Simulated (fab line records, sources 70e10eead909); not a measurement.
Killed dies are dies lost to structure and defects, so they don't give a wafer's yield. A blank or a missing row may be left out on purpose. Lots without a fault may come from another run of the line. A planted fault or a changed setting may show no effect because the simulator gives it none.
Chamber matching | flow nand_harc | NHARC_A_BLC_ETCH_18 on rie_diel-03: 4 sister chambers
The step etches the open film in C4F8/O2/Ar, target depth 910 nm. 8 wafers are shown with their chamber, then 7 later ones without.

WAFERS WITH THEIR CHAMBER
wafer  | chamber | rf_vpp_V (V) | oes_product_au (a.u.)
L216.5 | 2       | 972          | 0.986
L217.1 | 1       | 970          | 0.989
L217.5 | 1       | 969          | 0.984
L220.3 | 2       | 972          | 0.940
L220.4 | 0       | 974          | 0.917
L220.6 | 3       | 980          | 0.903
L223.2 | 0       | 973          | 0.971
L223.3 | 3       | 979          | 0.955

WAFERS WITHOUT THEIR CHAMBER
wafer  | rf_vpp_V (V) | oes_product_au (a.u.)
L223.5 | 970          | 0.964
L227.1 | 973          | 0.932
L227.3 | 979          | 0.922
L227.6 | 969          | 0.924
L233.2 | 972          | 0.944
L233.4 | 968          | 0.938
L233.5 | 978          | 0.913

WHICH CHAMBER EACH WENT THROUGH
wafer  | from the rows above     | in truth
L223.5 | 1                       | 1
L227.1 | can't be placed: 0 or 2 | 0
L227.3 | 3                       | 3
L227.6 | 1                       | 1
L233.2 | can't be placed: 2 or 0 | 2
L233.4 | 1                       | 1
L233.5 | 3                       | 3
Placed correctly: 5 of 7. Can't be placed from these rows: 2 (the true chamber is among the candidates in 2). Placed wrongly: 0.
How it was worked out, from the rows above alone: a wafer's distance from a chamber is the root of the sum, over the readings, of the square of ((its reading less the chamber's mean) divided by the reading's scatter). The wafer belongs to the nearest chamber; if the next one is less than 2 further off, it can't be placed. A chamber's mean is the mean of its shown wafers. The scatter: the root of (the sum of the squares of (reading less its chamber's mean) over the shown wafers, divided by (wafers less chambers)).
